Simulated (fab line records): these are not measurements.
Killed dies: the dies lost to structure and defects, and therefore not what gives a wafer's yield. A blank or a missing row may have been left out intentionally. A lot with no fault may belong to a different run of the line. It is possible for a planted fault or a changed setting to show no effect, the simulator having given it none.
fab line records	flow n5-finfet
record lots=10	wafers=28	last-day=16
route steps=1938 shown FIN_CUT@169 BEOL_M4@1111 PAD_METAL@1895 PASSIVATION@1908
lots that met no fault: taken from a fault-free run of the same line
start-h: hours from the record's first day to the start of the lot's first wafer shown	wait-h: hours from the lot's prior step to this one	" repeats the value in the row above	L1.1+2: one row covering several wafers at once	- no value, or no start was given	* or withheld: withheld	< > ~ a bound
route shown NAME@n: a module of which the file shows steps, and the number in the route of the first	usual: mean and standard deviation over wafers with no fault	same: alike in all rows	chamber/n: place in a boat	sites: the reading at each site	_std_site: the standard deviation of these	_edge_site: mean of outer sites minus mean of inner sites	radius-mm: for every site, how far away it sits from the centre of the wafer	mask NAME#n: copy n	behind: the tool/chamber that last shaped the wafer	hold: reason for holding the lot/hours on hold/outcome of the hold	device: whichever transistor did not switch (one of n, p or np)	end of line: tests run on the same wafers once the route is complete	where a step has no rows: the recipe by itself	killed: at the first sort, the dies lost to defects and structure; wafer yield is something else	map: per-die view of a wafer (x killed, . not killed, _ where there is no die)
set.NAME: setting as actually run; set.NAME@STEP: the setting as run at that earlier step	model.NAME: the simulator's own value behind a step, which no gauge read
steps of the route over a sample of lots; a table a step, a row a wafer
services: the hour from which a tool's chamber was out of use, counted from the record's first day as start-h (under 0 if before that day), plus the number of hours and why
## steps
# step N5_FIN_CUT_ETCH_21
# recipe chemistry=N2/H2	target=SOC	target-depth-a=2190	overetch-a=438	mask-material=SiARC	temp-c=40	ion-energy-ev=100	bias-w=61	time-s=523.5	pressure-mtorr=30	source-w=850	n2-flow-sccm=200	h2-flow-sccm=200
# usual chamber-pressure-mTorr=30.002/0.027	drypump-motor-current-A=5.7/0.58	oes-product-au=0.71/0.07	rf-vpp-V=241.0/1.3	showerhead-plenum-p-Torr=2.56/0.076	throttle-valve-pct=17.80/0.18
lot.wafer	tool	chamber	start-h	wait-h	chamber-pressure-mTorr	drypump-motor-current-A	oes-product-au	rf-hours-counter-h	rf-vpp-V	showerhead-plenum-p-Torr	throttle-valve-pct
L552.1	rie-diel-01	2	32.66	0.0	30.011	6.0	0.79	46	242.4	2.57	17.69
L552.3	"	1	"	"	29.981	4.9	0.68	153	242.7	2.65	17.71
L552.5	"	1	"	"	30.056	4.9	0.68	-	242.1	2.65	17.70
L554.2	rie-diel-01	1	45.30	0.0	30.011	4.8	0.68	157	241.0	2.65	17.72
L554.3	"	3	"	"	29.972	5.9	0.72	151	240.1	2.46	17.96
L554.6	"	2	"	"	29.997	6.0	0.78	-	239.1	2.57	17.70
L555.2	rie-diel-03	2	50.58	0.0	29.980	6.6	0.65	198	241.1	2.51	17.84
L555.3	"	1	"	"	30.013	5.7	0.63	243	241.3	2.61	17.99
L555.6	"	1	"	"	29.999	5.7	0.63	-	241.3	2.61	18.00
L557.1	rie-diel-01	0	63.37	0.0	30.033	5.2	0.73	118	240.6	2.55	18.01
L557.4	"	3	"	"	29.980	5.9	0.71	156	238.8	2.45	17.98
L557.5	"	1	"	"	29.979	4.8	0.67	-	240.3	2.64	17.72
L560.1	rie-diel-06	0	80.69	0.0	30.003	6.2	0.72	143	238.9	2.42	17.85
L560.3	"	3	"	"	30.009	5.7	0.76	74	244.2	2.67	17.60
L560.5	"	3	"	"	29.993	5.7	0.76	-	242.2	2.67	17.58
L562.3	rie-diel-01	2	92.76	0.0	30.026	6.0	0.77	62	240.7	2.57	17.73
L562.5	"	3	"	"	30.009	5.9	0.71	-	238.4	2.45	17.99
L562.6	"	0	"	"	29.988	5.2	0.72	-	242.1	2.55	18.02
L564.3	rie-diel-01	2	105.68	0.0	30.027	6.0	0.76	65	240.8	2.57	17.72
L564.4	"	0	"	"	30.013	5.2	0.71	130	241.7	2.55	18.03
L564.5	"	1	"	"	30.030	4.9	0.67	-	241.8	2.64	17.73
L565.1	rie-diel-03	3	110.50	0.0	29.987	5.4	0.66	188	242.7	2.64	18.00
L565.3	"	2	"	"	30.059	6.6	0.64	218	241.0	2.51	17.88
L565.4	"	0	"	"	30.017	6.5	0.62	230	239.8	2.63	17.89
L567.1	rie-diel-01	3	125.32	0.0	29.976	5.9	0.67	172	238.9	2.45	18.01
L567.5	"	2	"	"	30.065	6.0	0.75	-	241.3	2.56	17.73
L569.1	rie-diel-01	2	144.51	0.0	29.982	6.0	0.74	77	241.1	2.56	17.74
L569.2	"	3	"	"	29.997	6.0	0.66	178	239.0	2.45	18.02
# step N5_BEOL_M4_RC_MEAS_101
# usual DIBL_N=36.2/1.6	DIBL_P=36.5/1.9	IOFF_N=0.158/0.027	IOFF_P=0.21/0.038	ION_N=675/12	ION_P=464/8.9	SS_N=71.5/0.61	SS_P=73.4/0.59	VT_N=250.4/3	VT_P=-250/3.6
lot.wafer	tool	chamber	start-h	wait-h	DIBL_N[mV/V]	DIBL_P[mV/V]	IOFF_N[nA/um]	IOFF_P[nA/um]	ION_N[uA/um]	ION_P[uA/um]	SS_N[mV/dec]	SS_P[mV/dec]	VT_N[mV]	VT_P[mV]
L552.1	prober-01	0	164.40	0.0	37.7	38.5	0.175	0.26	683	474	72.3	74.0	251.0	-247
L552.3	"	0	"	"	36.3	36.5	0.146	0.22	676	472	71.1	73.0	251.9	-250
L552.5	"	0	"	"	38.5	39.0	0.194	0.27	683	468	72.0	74.1	247.4	-245
L554.2	prober-01	0	185.63	0.2	36.9	36.6	0.154	0.22	666	461	72.4	73.5	254.4	-251
L554.3	"	0	"	"	38.4	37.3	0.171	0.22	669	461	71.9	74.1	251.4	-252
L554.6	"	0	"	"	36.7	35.5	0.148	0.20	670	458	71.7	72.9	253.9	-252
L555.2	prober-02	0	186.05	0.2	34.7	34.0	0.134	0.16	658	450	70.6	72.6	253.2	-257
L555.3	"	0	"	"	36.7	37.3	0.164	0.21	661	457	71.9	73.3	253.0	-250
L555.6	"	0	"	"	35.4	35.1	0.147	0.17	650	446	71.8	72.7	254.2	-256
L557.1	prober-01	0	202.49	0.0	37.8	37.8	0.168	0.21	684	461	72.0	73.6	253.7	-250
L557.4	"	0	"	"	38.4	38.4	0.180	0.22	689	461	71.5	74.4	249.0	-250
L557.5	"	0	"	"	39.3	39.3	0.192	0.24	680	463	71.3	74.3	251.1	-253
L560.1	prober-02	0	218.98	0.0	37.6	38.5	0.184	0.24	698	475	72.1	73.9	245.7	-249
L560.3	"	0	"	"	35.8	37.4	0.158	0.22	686	467	71.1	73.5	250.7	-249
L560.5	"	0	"	"	35.6	37.4	0.165	0.22	696	477	71.1	73.4	247.4	-248
L562.3	prober-01	0	227.77	0.3	34.9	35.8	0.142	0.19	671	463	70.5	73.5	251.0	-250
L562.5	"	0	"	"	36.5	37.3	0.175	0.20	691	464	70.8	73.8	245.7	-251
L562.6	"	0	"	"	38.2	39.0	0.209	0.25	705	474	72.8	73.6	246.5	-246
L564.3	prober-02	0	249.91	0.3	36.5	35.8	0.149	0.23	669	466	72.0	73.0	250.0	-248
L564.4	"	0	"	"	35.6	35.8	0.133	0.24	668	473	71.4	73.2	252.2	-245
L564.5	"	0	"	"	36.6	36.3	0.158	0.24	687	477	71.9	73.9	248.9	-247
L565.1	prober-01	0	255.25	0.0	36.2	37.1	0.157	0.25	685	473	70.6	73.1	247.2	-246
L565.3	"	0	"	"	39.3	40.7	0.232	0.31	699	480	72.4	74.5	243.7	-241
L565.4	"	0	"	"	38.4	39.7	0.198	0.31	686	474	71.0	74.5	244.2	-240
L567.5	prober-02	0	277.43	0.6	35.5	35.6	0.138	0.18	685	457	71.1	73.1	251.5	-254
L569.1	prober-01	0	281.24	0.0	35.9	35.2	0.144	0.20	699	475	71.7	73.5	248.9	-250
# step N5_PASSIVATION_SPUTTER_20
# recipe material=TaN	target-thk-a=500	temp-c=25	chamber-pressure-pa=0.4
# usual throttle-valve-pct=30.1/0.78
lot.wafer	tool	chamber	start-h	wait-h	throttle-valve-pct
L552.1	pvd-sputter-03	-	280.55	0.0	28.6
L552.3	"	-	"	"	30.0
L552.5	"	-	"	"	29.3
L554.2	pvd-sputter-03	-	281.57	0.0	29.0
L554.3	"	-	"	"	29.4
L554.6	"	-	"	"	28.6
L555.2	pvd-sputter-02	-	299.46	0.0	30.8
L555.3	"	-	"	"	30.6
L555.6	"	-	"	"	30.1
L557.1	pvd-sputter-03	-	308.81	0.0	30.8
L557.4	"	-	"	"	28.6
L557.5	"	-	"	"	30.9
L560.1	pvd-sputter-03	-	329.83	0.0	30.7
L560.3	"	-	"	"	28.7
L560.5	"	-	"	"	31.0
L562.3	pvd-sputter-03	-	330.17	0.0	28.8
L562.5	"	-	"	"	28.6
L562.6	"	-	"	"	30.6
L564.3	pvd-sputter-01	-	349.36	0.0	30.9
L564.4	"	-	"	"	30.8
L564.5	"	-	"	"	30.8
L565.1	pvd-sputter-02	-	356.70	0.0	30.6
L565.3	"	-	"	"	29.7
L565.4	"	-	"	"	30.0
L567.5	pvd-sputter-01	-	386.20	0.1	30.8
L569.1	pvd-sputter-02	-	386.40	0.0	30.7
# step N5_PASSIVATION_DESCUM_32
# recipe chemistry=O2	time-s=7.9	source-power-w=50	bias-power-w=20	pressure-mtorr=20	rf-frequency-hz=2.712e+07	temp-c=40	o2-flow-sccm=225
# usual chamber-pressure-mTorr=20.003/0.018	drypump-motor-current-A=5.7/0.44	oes-product-au=0.82/0.071	rf-vpp-V=243.3/1.3	showerhead-plenum-p-Torr=2.10/0.073	throttle-valve-pct=20.29/0.18
lot.wafer	tool	chamber	start-h	wait-h	chamber-pressure-mTorr	drypump-motor-current-A	oes-product-au	rf-hours-counter-h	rf-vpp-V	showerhead-plenum-p-Torr	throttle-valve-pct
L552.1	rie-diel-02	2	281.65	0.3	19.986	6.2	0.78	113	244.8	2.20	20.27
L552.3	"	3	"	"	20.011	5.7	0.85	51	244.6	2.12	20.05
L552.5	"	3	"	"	19.974	5.7	0.84	-	242.9	2.12	20.05
L554.2	rie-diel-05	3	282.36	0.0	19.979	5.2	0.84	70	244.5	2.20	20.32
L554.3	"	0	"	"	19.991	5.8	0.85	63	241.9	2.02	20.29
L554.6	"	1	"	"	20.006	5.6	0.80	-	242.6	2.03	20.50
L555.2	rie-diel-04	2	300.12	0.0	20.011	5.8	0.94	24	241.9	2.03	20.15
L555.3	"	3	"	"	19.989	6.5	0.70	244	244.2	2.15	20.62
L555.6	"	3	"	"	20.032	6.5	0.69	-	243.7	2.15	20.64
L557.1	rie-diel-02	2	309.63	0.1	20.007	6.2	0.78	120	245.1	2.19	20.29
L557.4	"	1	"	"	20.015	5.2	0.81	97	243.0	2.11	20.31
L557.5	"	2	"	"	19.999	6.2	0.77	-	244.3	2.19	20.28
L560.1	rie-diel-04	2	330.56	0.1	20.003	5.8	0.93	37	242.8	2.02	20.19
L560.3	"	0	"	"	19.993	5.2	0.84	52	243.4	2.03	19.85
L560.5	"	1	"	"	20.015	5.4	0.81	-	244.0	2.11	20.34
L562.3	rie-diel-04	2	330.83	0.0	19.990	5.8	0.92	37	242.5	2.02	20.19
L562.5	"	0	"	"	19.988	5.2	0.83	-	243.0	2.02	19.84
L562.6	"	1	"	"	19.982	5.4	0.82	-	245.2	2.11	20.34
L564.3	rie-diel-02	1	350.22	0.1	19.988	5.2	0.80	110	244.5	2.10	20.32
L564.4	"	3	"	"	19.991	5.7	0.82	74	241.9	2.11	20.10
L564.5	"	1	"	"	19.987	5.3	0.79	-	243.2	2.10	20.34
L565.1	rie-diel-05	0	357.49	0.0	20.021	5.8	0.82	90	241.5	2.02	20.33
L565.3	"	1	"	"	20.012	5.6	0.78	107	242.6	2.02	20.54
L565.4	"	1	"	"	19.976	5.6	0.77	-	242.2	2.02	20.53
L567.5	rie-diel-05	3	386.88	0.1	20.019	5.2	0.80	-	244.6	2.19	20.34
L569.1	rie-diel-02	1	387.06	0.0	20.000	5.2	0.78	123	242.7	2.10	20.36
# step N5_PASSIVATION_OVL_MEAS_66
# recipe points-per-wafer=44
# usual PASS_OPEN_OVL=-1/5.5
lot.wafer	tool	chamber	start-h	wait-h	PASS_OPEN_OVL[nm]
L552.1	overlay-02	0	283.98	0.0	-4
L552.3	"	0	"	"	2
L552.5	"	0	"	"	6
L554.2	overlay-02	0	284.24	0.0	1
L554.3	"	0	"	"	1
L554.6	"	0	"	"	5
L555.2	overlay-02	0	301.92	0.0	-6
L555.3	"	0	"	"	3
L555.6	"	0	"	"	-1
L557.1	overlay-01	0	311.43	0.0	-3
L557.4	"	0	"	"	-5
L557.5	"	0	"	"	3
L562.3	overlay-01	0	332.65	0.0	6
L562.5	"	0	"	"	0
L562.6	"	0	"	"	7
L560.1	overlay-02	0	332.80	0.0	10
L560.3	"	0	"	"	6
L560.5	"	0	"	"	7
L564.3	overlay-01	0	351.90	0.0	-4
L564.4	"	0	"	"	-1
L564.5	"	0	"	"	0
L565.1	overlay-02	0	359.17	0.0	0
L565.3	"	0	"	"	0
L565.4	"	0	"	"	-5
L567.5	overlay-01	0	388.70	0.0	-9
L569.1	overlay-01	0	389.14	0.0	1
# step N5_PASSIVATION_PROBE_49
# usual defect-limited-yield=91.3/1.7	killed_at_M0_to_M3=33/11	killed_at_M4_up=14/5.5	killed-at-contacts=13/6.5	killed-at-front-end=39/13	killed-at-other=3.4/2.9	killed-dies=103/20	killed-on-rim=14/4.3	killed-open=69/15	killed-short=32/8.1	sort_bin_5_function=5.1/1.1	sort_bin_6_memory=3.3/0.74	sort_bin_8_speed=0.00/0.014	sort-n-pass=1077/20	sort-yield-pct=91.3/1.7
# same gross-dies=1180	killed-at-back-side=0	sort_bin_4_leakage[%]=0
lot.wafer	tool	chamber	start-h	wait-h	defect-limited-yield[%]	killed_at_M0_to_M3	killed_at_M4_up	killed-at-contacts	killed-at-front-end	killed-at-other	killed-dies	killed-on-rim	killed-open	killed-short	sort_bin_5_function[%]	sort_bin_6_memory[%]	sort_bin_8_speed[%]	sort-n-pass	sort-yield-pct[%]
L552.1	prober-02	-	287.08	0.0	88.8	51	16	11	50	4	132	20	93	39	6.9	4.1	0	1048	88.8
L552.3	prober-02	-	287.18	0.1	88.5	31	18	20	60	7	136	18	91	39	6.7	3.7	0	1044	88.5
L552.5	prober-02	-	287.28	0.2	90.0	48	20	12	26	12	118	17	82	35	5.7	3.7	0	1062	90.0
L554.2	prober-01	-	287.71	0.1	90.8	33	17	16	41	2	109	13	88	21	5.8	3.4	0	1071	90.8
L554.3	prober-01	-	287.76	0.1	88.2	30	20	24	58	7	139	17	89	49	6.9	4.2	0	1041	88.2
L554.6	prober-01	-	287.91	0.3	90.2	38	12	15	39	12	116	13	79	35	4.8	4.6	0.08	1064	90.2
L555.2	prober-01	-	305.16	0.1	87.5	37	26	22	56	7	148	26	97	50	6.9	5.1	0	1032	87.5
L555.3	prober-01	-	305.21	0.1	89.1	49	12	10	47	11	129	12	74	54	6.7	3.9	0	1051	89.1
L555.6	prober-01	-	305.36	0.3	92.7	26	13	8	31	8	86	14	60	26	4.4	2.8	0.08	1093	92.6
L557.1	prober-02	-	314.53	0.0	94.2	23	25	0	20	1	69	9	51	18	3.0	2.7	0	1111	94.2
L557.4	prober-02	-	314.68	0.2	94.8	26	10	3	19	3	61	7	41	19	2.9	2.0	0	1119	94.8
L557.5	prober-02	-	314.73	0.2	92.7	28	17	2	34	5	86	9	57	26	4.3	2.7	0	1094	92.7
L562.3	prober-01	-	335.85	0.1	90.6	71	4	12	23	1	111	17	70	40	6.0	3.3	0	1069	90.6
L562.5	prober-01	-	335.95	0.2	92.7	28	15	16	23	4	86	11	60	25	4.0	3.0	0	1094	92.7
L562.6	prober-01	-	336.00	0.3	92.9	35	14	7	27	1	84	15	62	21	4.4	2.5	0	1096	92.9
L560.1	prober-02	-	336.34	0.0	90.3	34	8	26	43	3	114	16	84	30	6.3	3.0	0	1066	90.3
L560.3	prober-02	-	336.44	0.1	92.0	41	9	16	25	3	94	15	63	31	4.8	3.0	0	1086	92.0
L560.5	prober-02	-	336.54	0.2	92.9	30	10	17	26	1	84	13	59	24	4.1	2.7	0	1096	92.9
L564.3	prober-01	-	355.47	0.1	94.2	8	11	6	31	13	69	7	47	21	3.5	2.4	0	1111	94.2
L564.4	prober-01	-	355.52	0.2	93.3	29	10	1	33	6	79	5	53	26	4.2	2.2	0	1101	93.3
L564.5	prober-01	-	355.57	0.2	91.6	35	7	7	41	9	99	10	60	37	5.1	3.0	0	1081	91.6
L565.1	prober-01	-	362.28	0.0	91.9	27	14	6	48	0	95	17	63	29	4.6	3.1	0	1085	91.9
L565.3	prober-01	-	362.38	0.1	93.6	22	12	7	32	3	76	6	51	24	3.5	2.5	0	1104	93.6
L565.4	prober-01	-	362.43	0.2	90.2	24	14	9	68	1	116	25	77	34	5.9	3.6	0	1064	90.2
L567.1	prober-01	-	391.80	0.0	4.2	27	17	9	1072	5	1130	150	63	28	92.7	2.9	0	50	4.2
L567.5	prober-01	-	392.00	0.2	89.5	44	17	22	37	4	124	21	84	38	5.9	4.2	0	1056	89.5
L569.1	prober-02	-	393.78	0.0	46.4	21	17	8	584	2	632	64	64	28	50.3	3.1	0	548	46.4
L569.2	prober-02	-	393.83	0.1	0.5	35	18	22	1096	3	1174	150	75	44	94.7	4.5	0	6	0.5
# killed by level:class
L552.1 BEOL_M0_SAQP:geometric-particle:open=20 BEOL_M0_SAQP:geometric-particle:short=13 STI_FIN_REVEAL:geometric-particle:open=10 BEOL_M3:geometric-particle:open=10 MOL_CONTACT_COAG:geometric-particle:open=10 BEOL_M4:geometric-particle:open=9 ILD0:geometric-particle:open=8 FIN_SAQP:geometric-particle:short=6
L552.3 MOL_CONTACT_COAG:geometric-particle:open=18 STI_FIN_REVEAL:geometric-particle:open=12 FIN_SAQP:geometric-particle:short=9 BEOL_M4:geometric-particle:open=9 BEOL_M1:geometric-particle:open=9 BEOL_M3:geometric-particle:open=8 FIN_SAQP:geometric-particle:open=7 GATE_CUT:geometric-particle:short=6
L552.5 BEOL_M0_SAQP:geometric-particle:open=13 BEOL_M1:geometric-particle:open=12 BEOL_M0_SAQP:geometric-particle:short=11 MOL_CONTACT_COAG:geometric-particle:open=10 DUMMY_GATE:geometric-particle:open=9 BEOL_M4:geometric-particle:open=6 STI_FIN_REVEAL:geometric-particle:open=5 BEOL_M4:geometric-particle:short=5
L554.2 FIN_SAQP:geometric-particle:open=18 MOL_CONTACT_COAG:geometric-particle:open=14 BEOL_M3:geometric-particle:open=13 BEOL_M2:geometric-particle:open=10 BEOL_M4:geometric-particle:open=7 STARTING-WAFER:geometric-particle:open=5 FIN_SAQP:geometric-particle:short=4 BEOL_M0_SAQP:geometric-particle:short=4
L554.3 MOL_CONTACT_COAG:geometric-particle:open=19 FIN_SAQP:geometric-particle:short=16 BEOL_M2:geometric-particle:open=14 FIN_SAQP:geometric-particle:open=13 BEOL_M4:geometric-particle:open=6 BEOL_M0_SAQP:geometric-particle:short=5 MOL_CONTACT_COAG:geometric-particle:short=5 BEOL_M6:geometric-particle:open=5
L554.6 FIN_SAQP:geometric-particle:open=16 BEOL_M2:geometric-particle:open=16 MOL_CONTACT_COAG:geometric-particle:open=8 BEOL_M0_SAQP:geometric-particle:open=8 MOL_CONTACT_COAG:geometric-particle:short=7 GATE_CUT:geometric-particle:short=6 BEOL_M0_SAQP:geometric-particle:short=5 PAD_METAL:geometric-particle:short=5
L555.2 MOL_CONTACT_COAG:geometric-particle:open=18 STI_FIN_REVEAL:geometric-particle:open=16 FIN_SAQP:geometric-particle:short=15 BEOL_M4:geometric-particle:open=15 BEOL_M3:geometric-particle:open=10 FIN_SAQP:geometric-particle:open=9 BEOL_M0_SAQP:geometric-particle:short=7 BEOL_M0_SAQP:geometric-particle:open=6
L555.3 FIN_SAQP:geometric-particle:short=11 MOL_CONTACT_COAG:geometric-particle:open=9 BEOL_M1:geometric-particle:open=9 FIN_SAQP:geometric-particle:open=7 STI_FIN_REVEAL:geometric-particle:open=7 BEOL_M0_SAQP:geometric-particle:short=7 BEOL_M0:geometric-particle:open=7 BEOL_M0_SAQP:geometric-particle:open=6
L555.6 FIN_SAQP:geometric-particle:open=10 BEOL_M1:geometric-particle:open=10 FIN_SAQP:geometric-particle:short=9 MOL_CONTACT_COAG:geometric-particle:open=6 BEOL_M3:geometric-particle:open=6 BEOL_M4:geometric-particle:open=5 STI_FIN_REVEAL:geometric-particle:open=4 BEOL_M5:geometric-particle:open=4
L557.1 BEOL_M4:geometric-particle:open=16 BEOL_M3:geometric-particle:open=6 BEOL_M1:geometric-particle:open=4 BEOL_M2:geometric-particle:open=4 FIN_SAQP:geometric-particle:open=3 STI_FIN_REVEAL:geometric-particle:open=3 GATE_CUT:geometric-particle:open=3 BEOL_M0_SAQP:geometric-particle:open=3
L557.4 BEOL_M3:geometric-particle:open=8 BEOL_M2:geometric-particle:open=6 FIN_SAQP:geometric-particle:short=4 STARTING-WAFER:geometric-particle:open=4 BEOL_M4:geometric-particle:open=4 MOL_CONTACT_COAG:geometric-particle:open=3 BEOL_M1:geometric-particle:open=3 BEOL_M3:geometric-particle:short=3
L557.5 BEOL_M4:geometric-particle:open=8 STI_FIN_REVEAL:geometric-particle:open=7 GATE_CUT:geometric-particle:short=6 BEOL_M3:geometric-particle:open=6 BEOL_M1:geometric-particle:open=5 BEOL_M2:geometric-particle:open=4 PAD_METAL:geometric-particle:short=4 FIN_SAQP:geometric-particle:open=3
L562.3 BEOL_M0_SAQP:geometric-particle:open=30 BEOL_M0_SAQP:geometric-particle:short=20 MOL_CONTACT_COAG:geometric-particle:open=8 DUMMY_GATE:geometric-particle:open=5 BEOL_M1:geometric-particle:open=5 BEOL_M1:geometric-particle:short=5 FIN_SAQP:geometric-particle:short=4 BEOL_M3:geometric-particle:open=4
L562.5 MOL_CONTACT_COAG:geometric-particle:open=13 FIN_SAQP:geometric-particle:open=11 BEOL_M0_SAQP:geometric-particle:short=9 BEOL_M0_SAQP:geometric-particle:open=7 BEOL_M4:geometric-particle:open=7 DUMMY_GATE:geometric-particle:open=5 BEOL_M1:geometric-particle:open=5 BEOL_M5:geometric-particle:open=4
L562.6 BEOL_M1:geometric-particle:open=10 BEOL_M0_SAQP:geometric-particle:open=8 FIN_SAQP:geometric-particle:open=6 MOL_CONTACT_COAG:geometric-particle:open=6 BEOL_M3:geometric-particle:open=6 BEOL_M0_SAQP:geometric-particle:short=5 BEOL_M5:geometric-particle:short=5 STI_FIN_REVEAL:geometric-particle:open=3
L560.1 MOL_CONTACT_COAG:geometric-particle:open=25 FIN_SAQP:geometric-particle:open=8 STI_FIN_REVEAL:geometric-particle:open=8 BEOL_M0_SAQP:geometric-particle:open=8 FIN_SAQP:geometric-particle:short=7 DUMMY_GATE:geometric-particle:open=7 BEOL_M0_SAQP:geometric-particle:short=7 SPACER0:geometric-particle:short=6
L560.3 MOL_CONTACT_COAG:geometric-particle:open=13 BEOL_M3:geometric-particle:open=12 BEOL_M0_SAQP:geometric-particle:short=11 BEOL_M0_SAQP:geometric-particle:open=8 STI_FIN_REVEAL:geometric-particle:open=4 BEOL_M1:geometric-particle:open=4 BEOL_M2:geometric-particle:open=4 BEOL_M4:geometric-particle:open=4
L560.5 MOL_CONTACT_COAG:geometric-particle:open=12 BEOL_M0_SAQP:geometric-particle:open=10 BEOL_M0_SAQP:geometric-particle:short=9 FIN_SAQP:geometric-particle:open=7 MOL_CONTACT_COAG:geometric-particle:short=5 BEOL_M4:geometric-particle:short=4 DUMMY_GATE:geometric-particle:open=4 BEOL_M1:geometric-particle:open=4
L564.3 STI_FIN_REVEAL:geometric-particle:open=7 DUMMY_GATE:geometric-particle:open=6 FIN_SAQP:geometric-particle:open=4 BEOL_M4:geometric-particle:short=4 PAD_METAL:geometric-particle:open=4 MOL_CONTACT_COAG:geometric-particle:short=3 MOL_CONTACT_COAG:geometric-particle:open=3 BEOL_M0_SAQP:geometric-particle:open=3
L564.4 BEOL_M2:geometric-particle:open=14 FIN_SAQP:geometric-particle:open=7 FIN_SAQP:geometric-particle:short=6 DUMMY_GATE:geometric-particle:open=6 GATE_CUT:geometric-particle:short=4 BEOL_M1:geometric-particle:open=4 BEOL_M0_SAQP:geometric-particle:open=3 BEOL_M0_SAQP:geometric-particle:short=3
L564.5 FIN_SAQP:geometric-particle:short=9 DUMMY_GATE:geometric-particle:open=9 BEOL_M0_SAQP:geometric-particle:short=8 BEOL_M3:geometric-particle:open=8 MOL_CONTACT_COAG:geometric-particle:open=7 BEOL_M1:geometric-particle:open=7 FIN_SAQP:geometric-particle:open=5 GATE_CUT:geometric-particle:short=5
L565.1 STI_FIN_REVEAL:geometric-particle:open=17 GATE_CUT:geometric-particle:short=11 BEOL_M3:geometric-particle:open=10 GATE_CUT:geometric-particle:open=6 MOL_CONTACT_COAG:geometric-particle:open=6 BEOL_M2:geometric-particle:open=5 FIN_SAQP:geometric-particle:open=4 BEOL_M0_SAQP:geometric-particle:short=4
L565.3 BEOL_M1:geometric-particle:open=9 BEOL_M0_SAQP:geometric-particle:open=6 STI_FIN_REVEAL:geometric-particle:open=5 MOL_CONTACT_COAG:geometric-particle:open=5 BEOL_M4:geometric-particle:open=5 FIN_SAQP:geometric-particle:open=4 DUMMY_GATE:geometric-particle:open=4 GATE_CUT:geometric-particle:short=4
L565.4 STI_FIN_REVEAL:geometric-particle:open=15 STARTING-WAFER:geometric-particle:short=10 GATE_CUT:geometric-particle:short=9 BEOL_M1:geometric-particle:open=9 GATE_CUT:geometric-particle:open=9 MOL_CONTACT_COAG:geometric-particle:open=9 BEOL_M3:geometric-particle:open=6 FIN_SAQP:geometric-particle:open=5
L567.1 FIN_CUT:area-etch=1036 BEOL_M2:geometric-particle:open=14 FIN_SAQP:geometric-particle:short=8 MOL_CONTACT_COAG:geometric-particle:open=8 FIN_SAQP:geometric-particle:open=6 STI_FIN_REVEAL:geometric-particle:open=5 BEOL_M4:geometric-particle:open=5 GATE_CUT:geometric-particle:short=4
L567.5 MOL_CONTACT_COAG:geometric-particle:open=18 BEOL_M2:geometric-particle:open=14 FIN_SAQP:geometric-particle:short=10 BEOL_M0_SAQP:geometric-particle:short=9 BEOL_M3:geometric-particle:open=9 BEOL_M4:geometric-particle:open=7 FIN_SAQP:geometric-particle:open=6 BEOL_M0_SAQP:geometric-particle:open=6
L569.1 FIN_CUT:area-etch=540 FIN_SAQP:geometric-particle:short=10 DUMMY_GATE:geometric-particle:open=10 FIN_SAQP:geometric-particle:open=9 MOL_CONTACT_COAG:geometric-particle:open=7 BEOL_M0_SAQP:geometric-particle:open=7 BEOL_M2:geometric-particle:open=7 BEOL_M4:geometric-particle:open=7
L569.2 FIN_CUT:area-etch=1054 MOL_CONTACT_COAG:geometric-particle:open=20 BEOL_M0_SAQP:geometric-particle:short=10 FIN_SAQP:geometric-particle:open=8 FIN_SAQP:geometric-particle:short=8 DUMMY_GATE:geometric-particle:open=8 BEOL_M3:geometric-particle:short=6 BEOL_M2:geometric-particle:open=6
## services
tool	chamber	start-h	hours	kind
rie-diel-05	0	12.48	17.1	repair
rie-diel-03	2	20.37	3.0	repair
rie-diel-04	-	24.01	0.4	repair
rie-diel-04	2	26.31	5.6	repair
rie-diel-02	3	63.35	3.5	repair
pvd-sputter-03	-	66.02	4.1	repair
rie-diel-02	-	93.56	0.3	repair
pvd-sputter-02	-	97.81	1.0	repair
pvd-sputter-03	-	102.99	3.6	repair
pvd-sputter-02	-	151.48	2.4	repair
rie-diel-04	2	165.46	6.9	repair
rie-diel-04	0	212.51	4.9	repair
rie-diel-04	2	214.43	1.4	repair
rie-diel-01	1	226.18	3.6	repair
rie-diel-01	0	241.59	12.8	repair
rie-diel-01	-	294.76	1.2	repair
rie-diel-04	3	302.35	11.0	repair
rie-diel-05	-	312.36	2.8	pm
rie-diel-04	-	337.78	6.8	repair
rie-diel-02	-	344.64	0.3	repair
rie-diel-05	3	351.58	8.8	repair
pvd-sputter-02	-	357.05	3.6	repair
rie-diel-05	2	364.74	10.6	repair
pvd-sputter-03	-	367.80	5.5	repair
## key
first-sign step=N5_PASSIVATION_PROBE_49	reading=sort_bin_5_function	direction=up	sigmas=68	usual=5.1	struck=79.2
effect step=N5_PASSIVATION_PROBE_49	reading=killed-at-front-end	direction=up	sigmas=67	usual=39	struck=917
more-kills-born-at N5_FIN_CUT_ETCH_21@rie-diel-01=2630
met-at N5_FIN_CUT_ETCH_21
struck-lots L567,L569
struck-wafers L567.1,L569.1,L569.2
later-rows-left-out L567.1,L569.2
not-acting-at N5_PASSIVATION_SPUTTER_20,N5_PASSIVATION_DESCUM_32,N5_PASSIVATION_OVL_MEAS_66
onset-between 105.68 125.32
fault kind=process-parameter-drift	tool=rie-diel-01	chamber=-	onset-h=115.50	steps=N5_FIN_CUT_ETCH_21	channel=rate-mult	offset=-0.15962	shape=step	end-h=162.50	scope=struck-wafers-only
# later-rows-left-out: the simulator's readings of these wafers behind a module that went badly wrong aren't trusted and aren't shown, but for the sort
